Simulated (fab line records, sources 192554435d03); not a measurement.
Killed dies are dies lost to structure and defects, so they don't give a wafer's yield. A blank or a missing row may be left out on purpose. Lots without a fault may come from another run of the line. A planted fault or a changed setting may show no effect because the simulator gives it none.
A struck lot beside a sound one | flow n5_finfet | 16 steps out of a route of 1938
Sound: wafers L531.4, L531.5, L531.6. Struck: wafers L542.1, L542.4. (L542.3 of the same lot was not struck and is left out.) The cause comes at the end.
At each step with rows: each side's tool, then ch and its chambers, then its first start. Under that, the readings that differ: sound wafers | struck wafers | difference of the means | sigmas: that difference in standard deviations of wafers without a fault.
alike: readings whose means differ by less than 2 such deviations, and words and numbers that are the same on both sides. not compared: withheld readings, readings that some wafer has no value for, bounds like >300 that may hide the same value, and numbers for which the record gives no deviation and whose values overlap.
The two part at a step that has a row with sigmas, a row that says differs or no value, or rows on one side only. Numbers that don't overlap but have no deviation are shown without sigmas and don't part them. A reading that every wafer of one side lacks parts them only if that side has two wafers or more.

first, 1 step without rows for these wafers: N5_BEOL_M0_SAQP_SRD_93 (time 30 s).
N5_BEOL_M0_SAQP_RECESS_114: chemistry HF/NH3, target SiO2, target depth 14.4 nm, afs cycles 3, sublimation time 60 s.
  sound on vapor_etch-01 ch 0,1, day 6 05:33; struck on vapor_etch-01 ch 0,1, day 9 21:58
  alike: drypump_motor_current_A
N5_BEOL_M0_SAQP_SPACER1_ALD_98: deposits SiO2, target thk 12.8 nm, pulse time 1 s, purge time 2 s.
  sound on ald_sin-03 ch 1,2, day 6 05:49; struck on ald_sin-02 ch 1,3, day 9 22:40
  alike: heater_power_w, precursor_pulse_height_rel
then, 2 steps without rows for these wafers: N5_BEOL_M0_SAQP_SPACER1_ETCHBACK_99 (etches SiO2 in CHF3/O2, target depth 15.4 nm, time 7.7 s); N5_BEOL_M0_SAQP_MANDREL1_REMOVE_100 (chemistry HBr/Cl2/O2, target a-Si, stops on SiNx, bt time 10 s).
N5_BEOL_M0_SAQP_CD_MEAS_25: target cd 13.1 nm.
  sound on cd_sem-02 ch 0, day 6 06:31; struck on cd_sem-01 ch 0, day 9 23:25
  alike: cd_nm
then, 1 step without rows for these wafers: N5_BEOL_M0_SAQP_ETCH_101 (etches SiNx in CH3F/O2, target depth 29.9 nm, time 42.7 s).
N5_BEOL_M0_SAQP_ETCH_102: etches SiO2 in CF4, target depth 4 nm, time 4.4 s.
  sound on rie_si-02 ch 2,3, day 6 06:40; struck on rie_si-05 ch 0, day 9 23:35
  alike: drypump_motor_current_A, oes_product_au, throttle_valve_pct
  not compared: rf_hours_counter_h
N5_BEOL_M0_SAQP_MANDREL_ETCH_103: etches a-Si in HBr/Cl2, stops on SiCN, target depth 45 nm, bt time 10 s, time 27 s.
  sound on rie_si-02 ch 2,3, day 6 06:41; struck on rie_si-05 ch 0, day 9 23:37
  alike: drypump_motor_current_A, oes_product_au, throttle_valve_pct
  not compared: rf_hours_counter_h
then, 3 steps without rows for these wafers: N5_BEOL_M0_SAQP_RECESS_104 (chemistry HF/NH3, target SiO2, target depth 18 nm, afs cycles 3, sublimation time 60 s); N5_BEOL_M0_SAQP_COAT_105 (time 60 s, resist thk 100 nm); N5_BEOL_M0_SAQP_ETCH_106 (etches SOC in N2/H2, stops on SiNx, target depth 150 nm).
N5_BEOL_M0_SAQP_ETCH_107: etches SiNx in CH3F/O2, target depth 30 nm.
  sound on rie_diel-03 ch 0,2,3, day 6 07:19; struck on rie_diel-03 ch 2,3, day 10 00:15
  reading                                  | sound          | struck    | difference | sigmas
  model.BEOL_M0_SAQP.feature_depth_nm (nm) | 29.4 29.4 29.4 | 21.8 20.8 | -8.1       |
  alike: drypump_motor_current_A, oes_product_au, rf_vpp_V, showerhead_plenum_p_Torr, throttle_valve_pct
  not compared: rf_hours_counter_h, model.SOC_of_BEOL_M0_SAQP_COAT_105.thk_nm
N5_BEOL_M0_SAQP_STRIP_108: strips in N2/H2.
  sound on rie_diel-03 ch 0,2,3, day 6 07:21; struck on rie_diel-03 ch 2,3, day 10 00:17
  alike: drypump_motor_current_A, oes_product_au, rf_vpp_V, showerhead_plenum_p_Torr, throttle_valve_pct
  not compared: rf_hours_counter_h
N5_BEOL_M4_RC_MEAS_101:
  sound on prober-02 ch 0, day 8 13:43; struck on prober-02 ch 0, day 11 23:39
  alike: DIBL_N, DIBL_P, IOFF_N, IOFF_P, ION_N, ION_P, SS_N, SS_P, VT_N, VT_P
N5_PASSIVATION_PROBE_49:
  the record has rows for the sound wafers here (prober-02, day 12 11:55) and none for the struck ones

WHERE THEY PART
Only at N5_PASSIVATION_PROBE_49, within this record.

WHY: what the simulator had put in
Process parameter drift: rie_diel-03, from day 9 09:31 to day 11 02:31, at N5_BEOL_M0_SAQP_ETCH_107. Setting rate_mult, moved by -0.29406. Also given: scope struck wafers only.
